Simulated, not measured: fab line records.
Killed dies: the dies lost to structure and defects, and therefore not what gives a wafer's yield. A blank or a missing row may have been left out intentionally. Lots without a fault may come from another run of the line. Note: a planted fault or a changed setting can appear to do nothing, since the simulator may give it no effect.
Chamber matching ; flow n5-finfet ; 3 sister chambers for N5_BEOL_M3_PRE_CLEAN_60 on cvd-co-02
The step time 15 s. 6 wafers are shown with their chamber, then 12 later ones without.

WAFERS WITH THEIR CHAMBER
wafer;chamber;heater-power-w (W)
L090.1;2;70
L090.2;1;67
L090.3;0;128
L090.4;2;71
L090.5;0;124
L090.6;1;70

WAFERS WHOSE CHAMBER IS MISSING
wafer;heater-power-w (W)
L092.1;71
L092.2;127
L092.3;67
L092.4;128
L092.5;69
L092.6;69
L091.1;72
L091.2;128
L091.3;70
L091.4;126
L091.5;71
L091.6;69

CHAMBER TAKEN BY EACH
wafer;from the rows above;in truth
L092.1;can't be placed: 2 or 1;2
L092.2;0;0
L092.3;can't be placed: 1 or 2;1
L092.4;0;0
L092.5;can't be placed: 1 or 2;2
L092.6;can't be placed: 1 or 2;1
L091.1;can't be placed: 2 or 1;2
L091.2;0;0
L091.3;can't be placed: 2 or 1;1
L091.4;0;0
L091.5;can't be placed: 2 or 1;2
L091.6;can't be placed: 1 or 2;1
Placed correctly: 4 of 12. Not placeable from these rows: 8 (in 8, the candidates include the true chamber). Wrongly placed: 0.
How it was worked out, from the rows above alone: a wafer's distance from a chamber is the root of the sum, over the readings, of the square of ((its reading less the chamber's mean) divided by the reading's scatter). If the next closest chamber is less than 2 further off than the closest, the wafer can't be placed; otherwise it belongs to the closest. The mean given for a chamber averages the wafers shown for that chamber. The scatter is the square root of a quotient: the sum, over the shown wafers, of each reading's squared deviation from its chamber's mean, divided by wafers minus chambers.
